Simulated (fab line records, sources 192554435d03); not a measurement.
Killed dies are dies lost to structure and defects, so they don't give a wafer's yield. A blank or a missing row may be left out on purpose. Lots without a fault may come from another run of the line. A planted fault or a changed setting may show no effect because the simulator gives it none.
Split-lot experiment | flow n5_finfet | 7 lots, 21 wafers read, on a route of 1938 steps

THE SPLIT
At N5_BEOL_M3_COAT_05 (resist thk 30 nm), the setting spin_rpm was moved away from the recipe's 1500 rpm on 9 of the 21 wafers read, by -8.8% to +10.6%. The other wafers ran this setting at the recipe's value.

FROM THE SPLIT TO THE READING: what the file shows between them, 4 steps
- N5_BEOL_M3_EBR_07
- N5_BEOL_M3_SOFTBAKE_06: time 60 s
- N5_BEOL_M3_EXPOSE_08: exposes mask M3
- N5_BEOL_M3_PEB_09: peb time 60 s

THE READING
CAR-EUV_of_BEOL_M3_COAT_05.thk_nm (the simulator's own value, which no gauge read), in nm, at N5_BEOL_M3_DEVELOP_10 (develop time 30 s). The file gives no usual value for it. The 12 wafers here that ran the recipe average 29.6 nm, standard deviation 0.087 nm.

wafer  | tool, chamber at the split | spin_rpm as run, rpm | against the recipe | CAR-EUV_of_BEOL_M3_COAT_05.thk_nm, nm | against lot-mates on the recipe
L076.3 | litho_track-04, 0          | 1500                 | recipe             | 29.6                                  | -
L076.4 | litho_track-04, 0          | 1500                 | recipe             | 29.6                                  | -
L076.6 | litho_track-04, 0          | 1500                 | recipe             | 29.6                                  | -
L077.1 | litho_track-05, 0          | 1500                 | recipe             | 29.4                                  | -
L077.2 | litho_track-05, 0          | 1500                 | recipe             | 29.4                                  | -
L077.5 | litho_track-05, 0          | 1500                 | recipe             | 29.4                                  | -
L085.1 | litho_track-04, 0          | 1383                 | -7.8%              | 31                                    | +1.4
L085.4 | litho_track-04, 0          | 1383                 | -7.8%              | 31                                    | +1.4
L085.5 | litho_track-04, 0          | 1500                 | recipe             | 29.6                                  | -
L088.1 | litho_track-03, 0          | 1500                 | recipe             | 29.6                                  | -
L088.4 | litho_track-03, 0          | 1426                 | -4.9%              | 30.4                                  | +0.8
L088.5 | litho_track-03, 0          | 1426                 | -4.9%              | 30.4                                  | +0.8
L093.1 | litho_track-04, 0          | 1368                 | -8.8%              | 31                                    | +1.4
L093.3 | litho_track-04, 0          | 1368                 | -8.8%              | 31                                    | +1.4
L093.6 | litho_track-04, 0          | 1500                 | recipe             | 29.6                                  | -
L094.2 | litho_track-04, 0          | 1500                 | recipe             | 29.6                                  | -
L094.5 | litho_track-04, 0          | 1500                 | recipe             | 29.6                                  | -
L094.6 | litho_track-04, 0          | 1500                 | recipe             | 29.6                                  | -
L092.1 | litho_track-05, 0          | 1659                 | +10.6%             | 28                                    | no lot-mate on the recipe
L092.2 | litho_track-05, 0          | 1659                 | +10.6%             | 28                                    | no lot-mate on the recipe
L092.3 | litho_track-05, 0          | 1659                 | +10.6%             | 28                                    | no lot-mate on the recipe

THE FIT
A straight line over all 21 wafers: CAR-EUV_of_BEOL_M3_COAT_05.thk_nm changes by -0.159 nm for each +1% of spin_rpm; r = -0.99; the points scatter about the line by 0.1 nm.
The same after taking each lot's own level away (the mean of its wafers on the recipe; 18 wafers): -0.167 nm for each +1%; r = -1.00; scatter 0.043 nm.
On that fit, the largest move of spin_rpm shifts the reading by 1.8 nm.
The lots' own levels span 29.40 to 29.60 nm, that is 2.3 times the standard deviation above.
So the lot-to-lot level changes the slope little: the two slopes agree.
Check: with one of the wafers moved furthest among these (-8.8%) left out of the fit, the line predicts +1.49 nm for it against its lot-mates. It came out at +1.4 nm against them.

OTHER SPLITS ON THESE WAFERS
These wafers also went through other splits before the reading. Each is held against what the fit with the lots' levels taken away leaves over:
other split on the same wafers             | wafers away from the commonest value | r with CAR-EUV_of_BEOL_M3_COAT_05.thk_nm (lot level and that fit taken away)
N5_MOL_CONTACT_COAG_ETCH_47 over_etch_frac | 8                                    | -0.15
N5_BEOL_M0_SAQP_SPACER1_ALD_98 temp_c      | 5                                    | +0.07
N5_BEOL_M0_SAQP_DESCUM_45 time_s           | 8                                    | -0.32
N5_BEOL_M0_CUTY_COAT_50 spin_rpm           | 5                                    | +0.20
N5_BEOL_M1_ETCH_64 bias_w                  | 12                                   | +0.08
N5_BEOL_M1_SPUTTER_86 time_s               | 7                                    | -0.30
N5_BEOL_M3_HM_DEP_02 target_thk_a          | 7                                    | -0.21

THE WHOLE CHAIN: every reading that the file lists as answering this split, in the file's order
step                  | what it does      | reading                                                                            | change (the file's fit)               | r (the file's)
N5_BEOL_M3_COAT_05    | resist thk 30 nm  | CAR-EUV_of_BEOL_M3_COAT_05.thk_nm (the simulator's own value, which no gauge read) | -0.158 nm for each +1% of the setting | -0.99
N5_BEOL_M3_DEVELOP_10 | develop time 30 s | CAR-EUV_of_BEOL_M3_COAT_05.thk_nm (the simulator's own value, which no gauge read) | -0.167 nm for each +1% of the setting | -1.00

THE FILE'S OWN FIT
CAR-EUV_of_BEOL_M3_COAT_05.thk_nm changes by -0.167 nm for each +1% of spin_rpm, r = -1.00.
